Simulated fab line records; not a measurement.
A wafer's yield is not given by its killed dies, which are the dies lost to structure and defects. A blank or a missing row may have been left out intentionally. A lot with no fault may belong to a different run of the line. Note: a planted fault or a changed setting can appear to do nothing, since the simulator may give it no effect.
Matching of chambers || flow nand harc || 4 sister chambers for NHARC_P_M1_STRIP_18 on rie diel-08
The step strips in N2/H2. 22 wafers are shown with their chamber, then 11 later ones without.

WAFERS, EACH WITH ITS CHAMBER
{"wafer": "L078.2", "chamber": 0, "drypump motor current A (A)": 5.8, "oes product au (a.u.)": 1.005, "rf vpp V (V)": 90.9}
{"wafer": "L078.4", "chamber": 1, "drypump motor current A (A)": 5.4, "oes product au (a.u.)": 1.017, "rf vpp V (V)": 88.6}
{"wafer": "L078.6", "chamber": 0, "drypump motor current A (A)": 5.8, "oes product au (a.u.)": 1.008, "rf vpp V (V)": 91.3}
{"wafer": "L076.1", "chamber": 0, "drypump motor current A (A)": 5.8, "oes product au (a.u.)": 0.993, "rf vpp V (V)": 90.4}
{"wafer": "L076.4", "chamber": 3, "drypump motor current A (A)": 6.4, "oes product au (a.u.)": 0.995, "rf vpp V (V)": 91.1}
{"wafer": "L076.6", "chamber": 3, "drypump motor current A (A)": 6.4, "oes product au (a.u.)": 0.996, "rf vpp V (V)": 90.4}
{"wafer": "L080.3", "chamber": 1, "drypump motor current A (A)": 5.3, "oes product au (a.u.)": 1.005, "rf vpp V (V)": 89.3}
{"wafer": "L080.4", "chamber": 2, "drypump motor current A (A)": 6.2, "oes product au (a.u.)": 1.002, "rf vpp V (V)": 88.7}
{"wafer": "L080.6", "chamber": 2, "drypump motor current A (A)": 6.2, "oes product au (a.u.)": 1.005, "rf vpp V (V)": 90.2}
{"wafer": "L079.3", "chamber": 3, "drypump motor current A (A)": 6.4, "oes product au (a.u.)": 0.995, "rf vpp V (V)": 90.4}
{"wafer": "L079.4", "chamber": 0, "drypump motor current A (A)": 5.8, "oes product au (a.u.)": 0.999, "rf vpp V (V)": 90.4}
{"wafer": "L079.5", "chamber": 2, "drypump motor current A (A)": 6.2, "oes product au (a.u.)": 0.995, "rf vpp V (V)": 89.2}
{"wafer": "L083.3", "chamber": 1, "drypump motor current A (A)": 5.3, "oes product au (a.u.)": 1.019, "rf vpp V (V)": 91.2}
{"wafer": "L083.4", "chamber": 3, "drypump motor current A (A)": 6.4, "oes product au (a.u.)": 0.989, "rf vpp V (V)": 90.3}
{"wafer": "L083.5", "chamber": 0, "drypump motor current A (A)": 5.8, "oes product au (a.u.)": 0.990, "rf vpp V (V)": 91.4}
{"wafer": "L089.1", "chamber": 3, "drypump motor current A (A)": 6.4, "oes product au (a.u.)": 1.002, "rf vpp V (V)": 91.1}
{"wafer": "L089.4", "chamber": 1, "drypump motor current A (A)": 5.4, "oes product au (a.u.)": 1.019, "rf vpp V (V)": 91.9}
{"wafer": "L089.5", "chamber": 3, "drypump motor current A (A)": 6.4, "oes product au (a.u.)": 0.991, "rf vpp V (V)": 91.1}
{"wafer": "L093.3", "chamber": 3, "drypump motor current A (A)": 6.4, "oes product au (a.u.)": 0.989, "rf vpp V (V)": 91.4}
{"wafer": "L093.5", "chamber": 3, "drypump motor current A (A)": 6.4, "oes product au (a.u.)": 0.991, "rf vpp V (V)": 90.7}
{"wafer": "L093.6", "chamber": 2, "drypump motor current A (A)": 6.2, "oes product au (a.u.)": 1.007, "rf vpp V (V)": 88.8}
{"wafer": "L094.2", "chamber": 1, "drypump motor current A (A)": 5.3, "oes product au (a.u.)": 1.009, "rf vpp V (V)": 89.7}

SIGNATURES (averages over the wafers above)
{"reading": "drypump motor current A", "chamber 0": 5.800, "chamber 1": 5.340, "chamber 2": 6.200, "chamber 3": 6.400, "scatter within a chamber": 0.0258}
{"reading": "oes product au", "chamber 0": 0.99900, "chamber 1": 1.01380, "chamber 2": 1.00225, "chamber 3": 0.99350, "scatter within a chamber": 0.00586}
{"reading": "rf vpp V", "chamber 0": 90.880, "chamber 1": 90.140, "chamber 2": 89.225, "chamber 3": 90.812, "scatter within a chamber": 0.782}
Rule: for a wafer and a chamber, the distance is found by dividing, reading by reading, the gap between the wafer's reading and the chamber's mean by the reading's scatter, squaring, summing and taking the root. If the next closest chamber is less than 2 further off than the closest, the wafer can't be placed; otherwise it belongs to the closest. How the scatter is found: for the shown wafers, subtract from each reading the mean of its chamber, square and add these, divide the total by (wafers less chambers), then take the root.

WAFERS WHOSE CHAMBER IS MISSING
{"wafer": "L094.3", "drypump motor current A (A)": 6.4, "oes product au (a.u.)": 0.985, "rf vpp V (V)": 91.5}
{"wafer": "L094.4", "drypump motor current A (A)": 6.4, "oes product au (a.u.)": 0.992, "rf vpp V (V)": 91.7}
{"wafer": "L095.3", "drypump motor current A (A)": 6.4, "oes product au (a.u.)": 0.988, "rf vpp V (V)": 90.4}
{"wafer": "L095.4", "drypump motor current A (A)": 6.2, "oes product au (a.u.)": 1.013, "rf vpp V (V)": 90.1}
{"wafer": "L095.6", "drypump motor current A (A)": 5.8, "oes product au (a.u.)": 1.002, "rf vpp V (V)": 91.8}
{"wafer": "L096.3", "drypump motor current A (A)": 5.4, "oes product au (a.u.)": 1.010, "rf vpp V (V)": 89.5}
{"wafer": "L096.4", "drypump motor current A (A)": 6.2, "oes product au (a.u.)": 0.996, "rf vpp V (V)": 91.0}
{"wafer": "L096.5", "drypump motor current A (A)": 5.8, "oes product au (a.u.)": 1.008, "rf vpp V (V)": 91.0}
{"wafer": "L097.3", "drypump motor current A (A)": 5.8, "oes product au (a.u.)": 1.003, "rf vpp V (V)": 90.1}
{"wafer": "L097.5", "drypump motor current A (A)": 6.2, "oes product au (a.u.)": 0.996, "rf vpp V (V)": 90.4}
{"wafer": "L097.6", "drypump motor current A (A)": 6.4, "oes product au (a.u.)": 0.989, "rf vpp V (V)": 90.9}

THE CHAMBER EACH PASSED THROUGH
{"wafer": "L094.3", "from the rows above": 3, "in truth": 3}
{"wafer": "L094.4", "from the rows above": 3, "in truth": 3}
{"wafer": "L095.3", "from the rows above": 3, "in truth": 3}
{"wafer": "L095.4", "from the rows above": 2, "in truth": 2}
{"wafer": "L095.6", "from the rows above": 0, "in truth": 0}
{"wafer": "L096.3", "from the rows above": 1, "in truth": 1}
{"wafer": "L096.4", "from the rows above": 2, "in truth": 2}
{"wafer": "L096.5", "from the rows above": 0, "in truth": 0}
{"wafer": "L097.3", "from the rows above": 0, "in truth": 0}
{"wafer": "L097.5", "from the rows above": 2, "in truth": 2}
{"wafer": "L097.6", "from the rows above": 3, "in truth": 3}
11 of 11 placed correctly. From these rows, 0 cannot be placed. Wrongly placed: 0.
